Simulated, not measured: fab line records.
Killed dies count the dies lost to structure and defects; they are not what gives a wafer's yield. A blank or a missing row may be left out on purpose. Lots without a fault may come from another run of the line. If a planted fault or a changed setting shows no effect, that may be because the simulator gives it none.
fab line records    flow nandHarc
record lots=5  wafers=15  lastDay=32
route steps=1302 shown THIN_TSV@1296 END@1301
lots that met no fault: from a run of the same line without faults
startH: hours from the record's opening day to when the first of the lot's shown wafers began    waitH: hours from the lot's prior step to this one    " repeats the value in the row above    L1.1+2: several wafers, shown together as one row    - either no value or no given start    * or withheld: withheld    < > ~ a bound
route shown NAME@n: NAME is a module with steps in the file, n the number in the route of the first one    usual: average and standard deviation across the fault-free wafers    same: alike in all rows    chamber/n: place in a boat    sites: readings site by site    _std_site: standard deviation across them    _edge_site: the outer-site mean with the inner-site mean subtracted    radiusMm: for every site, how far away it sits from the centre of the wafer    mask NAME#n: copy n    behind: the most recent tool/chamber to have shaped the wafer    hold: why the lot went on hold/how many hours it stayed there/how the hold came to an end    device: the n, p or np transistor that did not switch    end of line: the tests these same wafers got at the end of their route    a step without rows: its recipe alone    killed: at the first sort, the dies lost to defects and structure; wafer yield is something else    map: shows each die of a wafer: x if killed, . if not, _ if none is there
set.NAME: the setting as run; set.NAME@STEP: as run at that earlier step    model.NAME: the simulator's own value behind a step, which no gauge read
certain route steps with their lots: each step a table, each wafer a row
services: the hour from which a tool's chamber was out of use, counted from the record's first day as startH (under 0 if before that day), plus the number of hours and why
## steps
# step NHARC_THIN_TSV_STRIP_56
# recipe powerW=1500  tempC=250  chemistry=O2
# usual drypumpMotorCurrentA=5.2/0.36  heaterPowerW=325/11
lot.wafer  tool            chamber  startH  waitH  drypumpMotorCurrentA  heaterPowerW  rfHoursCounterH
L081.2     plasmaAsher-01  0        629.50  0.1    5.0                   318           23
L081.1     "               1        "       "      5.1                   335           23
L081.3     "               0        "       "      4.9                   315           -
L087.2     plasmaAsher-01  0        680.10  0.1    5.0                   314           32
L087.1     "               1        "       "      5.1                   334           32
L087.3     "               1        "       "      5.1                   321           -
L089.3     plasmaAsher-02  0        685.74  0.2    5.9                   333           -
L089.5     "               1        "       "      4.9                   331           -
L089.6     "               0        "       "      5.8                   341           -
L092.1     plasmaAsher-02  1        729.79  0.2    4.9                   329           25
L092.4     "               1        "       "      4.9                   334           -
L092.6     "               1        "       "      4.9                   332           -
L096.1     plasmaAsher-01  0        765.33  0.1    5.0                   304           11
L096.3     "               0        "       "      5.0                   317           -
L096.5     "               1        "       "      5.1                   328           -
# step NHARC_THIN_TSV_STRIP_57
# recipe timeS=1200  tempC=72.5  chemistry=postEtchResidueRemover
lot.wafer   tool         chamber  startH  waitH
L081.3+1+2  wetBench-10  7,0,1    629.88  0.2
L087.2+1+3  wetBench-08  4,5,7    680.47  0.3
L089.6+5+3  wetBench-08  7,0,2    685.94  0.1
L092.4+1+6  wetBench-10  2,4,6    730.09  0.2
L096.1+3+5  wetBench-08  5,0,1    765.63  0.3
# step NHARC_THIN_TSV_CD_MEAS_37
# usual cdNm=4999/3.1
lot.wafer  tool      chamber  startH  waitH  cdNm
L081.1     cdSem-01  -        630.30  -      4999
L081.2     "         -        "       "      5001
L081.3     "         -        "       "      5002
L087.1     cdSem-01  -        680.90  -      5003
L087.2     "         -        "       "      5000
L087.3     "         -        "       "      4999
L089.3     cdSem-02  -        686.40  -      4997
L089.5     "         -        "       "      4998
L089.6     "         -        "       "      4997
L092.1     cdSem-03  -        730.54  -      5000
L092.4     "         -        "       "      5004
L092.6     "         -        "       "      4999
L096.1     cdSem-02  -        766.07  -      5002
L096.3     "         -        "       "      5001
L096.5     "         -        "       "      4997
# step NHARC_THIN_TSV_ANNEAL_58
# recipe tempC=400  timeS=1800
lot.wafer   tool        chamber  startH  waitH
L081.1+2+3  furnace-01  0        634.94  4.6
L087.1+2+3  furnace-04  0        684.05  3.1
L089.3+5+6  furnace-04  0        688.33  1.9
L092.1+4+6  furnace-04  0        733.84  3.3
L096.1+3+5  furnace-01  0        768.21  2.1
# step NHARC_THIN_TSV_INSPECT_40
# usual rawDefectCount=552/99
lot.wafer  tool              chamber  startH  waitH  rawDefectCount
L081.1     defectInspect-02  -        636.38  0.4    436
L081.2     "                 -        "       "      580
L081.3     "                 -        "       "      494
L087.1     defectInspect-02  -        685.50  0.4    538
L087.2     "                 -        "       "      625
L087.3     "                 -        "       "      490
L089.3     defectInspect-01  -        689.77  0.4    519
L089.5     "                 -        "       "      579
L089.6     "                 -        "       "      604
L092.1     defectInspect-01  -        735.28  0.4    631
L092.4     "                 -        "       "      511
L092.6     "                 -        "       "      525
L096.1     defectInspect-01  -        769.66  0.4    681
L096.3     "                 -        "       "      569
L096.5     "                 -        "       "      765
# step NHARC_END_WLT_00
# usual VT_DECK1_BOTTOM=0.872/0.0071  VT_DECK1_BOTTOM_INNER=0.872/0.0071  VT_DECK1_MEDIAN_NEAR_BOTTOM=0.873/0.0067  VT_DECK1_MEDIAN_NEAR_BOTTOM_INNER=0.873/0.0071  VT_DECK1_MIDDLE=0.886/0.0062  VT_DECK1_MIDDLE_INNER=0.886/0.0066  VT_DECK1_TOP=0.899/0.007  VT_DECK1_TOP_INNER=0.898/0.0066  VT_DECK2_BOTTOM=0.871/0.0085  VT_DECK2_BOTTOM_INNER=0.871/0.0083  VT_DECK2_MEDIAN_NEAR_BOTTOM=0.873/0.0087  VT_DECK2_MEDIAN_NEAR_BOTTOM_INNER=0.872/0.0089  VT_DECK2_MIDDLE=0.884/0.0083  VT_DECK2_MIDDLE_INNER=0.885/0.0086  VT_DECK2_TOP=0.896/0.0083  VT_DECK2_TOP_INNER=0.897/0.0081
lot.wafer  tool       chamber  startH  waitH  VT_DECK1_BOTTOM  VT_DECK1_BOTTOM_INNER  VT_DECK1_MEDIAN_NEAR_BOTTOM  VT_DECK1_MEDIAN_NEAR_BOTTOM_INNER  VT_DECK1_MIDDLE  VT_DECK1_MIDDLE_INNER  VT_DECK1_TOP  VT_DECK1_TOP_INNER  VT_DECK2_BOTTOM  VT_DECK2_BOTTOM_INNER  VT_DECK2_MEDIAN_NEAR_BOTTOM  VT_DECK2_MEDIAN_NEAR_BOTTOM_INNER  VT_DECK2_MIDDLE  VT_DECK2_MIDDLE_INNER  VT_DECK2_TOP  VT_DECK2_TOP_INNER
L081.1     prober-01  -        636.43  0.0    0.872            0.876                  0.883                        0.873                              0.892            0.896                  0.909         0.907               0.881            0.882                  0.885                        0.877                              0.895            0.887                  0.892         0.899
L081.2     "          -        "       "      0.883            0.882                  0.883                        0.887                              0.897            0.913                  0.914         0.911               0.867            0.868                  0.871                        0.871                              0.888            0.887                  0.896         0.894
L081.3     "          -        "       "      0.892            0.885                  0.888                        0.882                              0.904            0.902                  0.912         0.899               0.880            0.873                  0.881                        0.878                              0.895            0.899                  0.902         0.906
L087.1     prober-02  -        685.56  0.1    0.874            0.878                  0.874                        0.863                              0.886            0.892                  0.897         0.903               0.860            0.862                  0.856                        0.862                              0.883            0.876                  0.885         0.896
L087.2     "          -        "       "      0.876            0.871                  0.873                        0.871                              0.888            0.893                  0.899         0.900               0.857            0.856                  0.853                        0.854                              0.873            0.866                  0.883         0.883
L087.3     "          -        "       "      0.878            0.869                  0.869                        0.868                              0.886            0.885                  0.900         0.899               0.851            0.860                  0.860                        0.864                              0.880            0.870                  0.896         0.897
L089.3     prober-02  -        694.41  4.6    0.866            0.857                  0.868                        0.871                              0.881            0.885                  0.892         0.884               0.858            0.856                  0.861                        0.862                              0.871            0.869                  0.890         0.887
L089.5     "          -        "       "      0.861            0.856                  0.869                        0.867                              0.877            0.875                  0.881         0.897               0.850            0.860                  0.859                        0.855                              0.867            0.873                  0.883         0.888
L089.6     "          -        "       "      0.868            0.862                  0.867                        0.872                              0.877            0.878                  0.895         0.891               0.864            0.861                  0.863                        0.870                              0.870            0.878                  0.893         0.884
L092.1     prober-01  -        735.33  0.0    0.860            0.860                  0.861                        0.862                              0.887            0.887                  0.902         0.901               0.875            0.868                  0.871                        0.867                              0.881            0.883                  0.894         0.899
L092.4     "          -        736.81  1.5    0.864            0.868                  0.874                        0.866                              0.884            0.887                  0.897         0.895               0.872            0.878                  0.872                        0.880                              0.882            0.883                  0.901         0.893
L092.6     "          -        "       "      0.865            0.871                  0.876                        0.876                              0.879            0.885                  0.901         0.898               0.872            0.867                  0.873                        0.869                              0.885            0.889                  0.902         0.897
L096.1     prober-02  -        769.72  0.1    0.863            0.867                  0.862                        0.865                              0.880            0.884                  0.888         0.891               0.871            0.873                  0.873                        0.873                              0.885            0.881                  0.897         0.887
L096.3     "          -        770.72  1.1    0.870            0.864                  0.874                        0.870                              0.881            0.874                  0.890         0.883               0.873            0.874                  0.876                        0.877                              0.881            0.877                  0.888         0.891
L096.5     "          -        771.72  2.1    0.863            0.864                  0.864                        0.868                              0.878            0.875                  0.888         0.897               0.873            0.863                  0.872                        0.870                              0.872            0.886                  0.886         0.880
# step NHARC_END_SORT_01
# recipe tempC=25
# usual defectLimitedYield=91.3/2.2  killedAtArray=55/15  killedAtOther=1.0/1.2  killedAtPeriphery=3.4/2.2  killedDies=59/15  killedOpen=3.2/2  killedShort=2.5/1.7
# same grossDies=677
lot.wafer  tool       chamber  startH  waitH  defectLimitedYield[%]  killedAtArray  killedAtOther  killedAtPeriphery  killedDies  killedOpen  killedShort
L087.1     prober-02  0        688.61  2.5    90.0                   66             0              2                  68          3           7
L087.2     prober-02  0        689.41  2.8    90.4                   59             2              4                  65          8           2
L087.3     prober-02  0        690.22  3.1    91.1                   57             2              1                  60          4           0
L089.5     prober-02  0        699.64  3.7    92.2                   46             1              6                  53          4           3
# killed by level:class
L087.1 A_SLIT:chamberFilmFlake=25 A_CHANNEL_HOLE_D2:chamberFilmFlake=11 A_WL_FILL:chamberFilmFlake=6 A_CHANNEL_HOLE_D1:chamberFilmFlake=4 A_CONTACT:chamberFilmFlake=4 A_ONON_D2:geometricParticle:open=2 A_SGD_CUT:geometricParticle:short=2 P_ZERO_WELL:chamberFilmFlake=2
L087.2 A_SLIT:chamberFilmFlake=23 A_CHANNEL_HOLE_D2:chamberFilmFlake=16 A_STAIRCASE:chamberFilmFlake=3 A_SOURCE_PLATE:geometricParticle:open=2 A_CHANNEL_HOLE_D1:chamberFilmFlake=2 A_WL_FILL:chamberFilmFlake=2 THIN_TSV:chamberFilmFlake=2 P_STI:geometricParticle:open=1
L087.3 A_SLIT:chamberFilmFlake=24 A_CHANNEL_HOLE_D2:chamberFilmFlake=13 A_CHANNEL_HOLE_D1:chamberFilmFlake=7 A_M1:chamberFilmFlake=4 A_STAIRCASE:chamberFilmFlake=2 A_WL_FILL:chamberFilmFlake=2 THIN_TSV:chamberFilmFlake=2 P_M1:geometricParticle:open=1
L089.5 A_CHANNEL_HOLE_D1:chamberFilmFlake=30 A_CHANNEL_HOLE_D2:chamberFilmFlake=4 P_GATE:chamberFilmFlake=3 A_CONTACT:chamberFilmFlake=3 P_GATE:geometricParticle:open=2 A_ZERO_WELL:chamberFilmFlake=2 A_CHANNEL_FILL_D2:chamberFilmFlake=2 P_GATE:geometricParticle:short=1
## services
tool            chamber  startH  hours  kind
plasmaAsher-02  -        621.65  4.1    repair
wetBench-08     -        646.40  8.0    pm
wetBench-08     0        654.40  -      consumableReplace:bath
wetBench-08     0        654.40  -      consumableReplace:filter
wetBench-08     1        654.40  -      consumableReplace:bath
wetBench-08     1        654.40  -      consumableReplace:filter
wetBench-08     2        654.40  -      consumableReplace:bath
wetBench-08     2        654.40  -      consumableReplace:filter
wetBench-08     3        654.40  -      consumableReplace:bath
wetBench-08     3        654.40  -      consumableReplace:filter
wetBench-08     4        654.40  -      consumableReplace:bath
wetBench-08     4        654.40  -      consumableReplace:filter
wetBench-08     5        654.40  -      consumableReplace:bath
wetBench-08     5        654.40  -      consumableReplace:filter
wetBench-08     6        654.40  -      consumableReplace:bath
wetBench-08     6        654.40  -      consumableReplace:filter
wetBench-08     7        654.40  -      consumableReplace:bath
wetBench-08     7        654.40  -      consumableReplace:filter
wetBench-10     -        663.20  8.0    pm
plasmaAsher-01  -        696.20  9.0    pm
plasmaAsher-01  0        696.20  9.0    ventCycle
plasmaAsher-01  1        696.20  9.0    ventCycle
plasmaAsher-01  -        730.23  6.3    repair
furnace-01      -        733.03  1.9    repair
## key
fault none
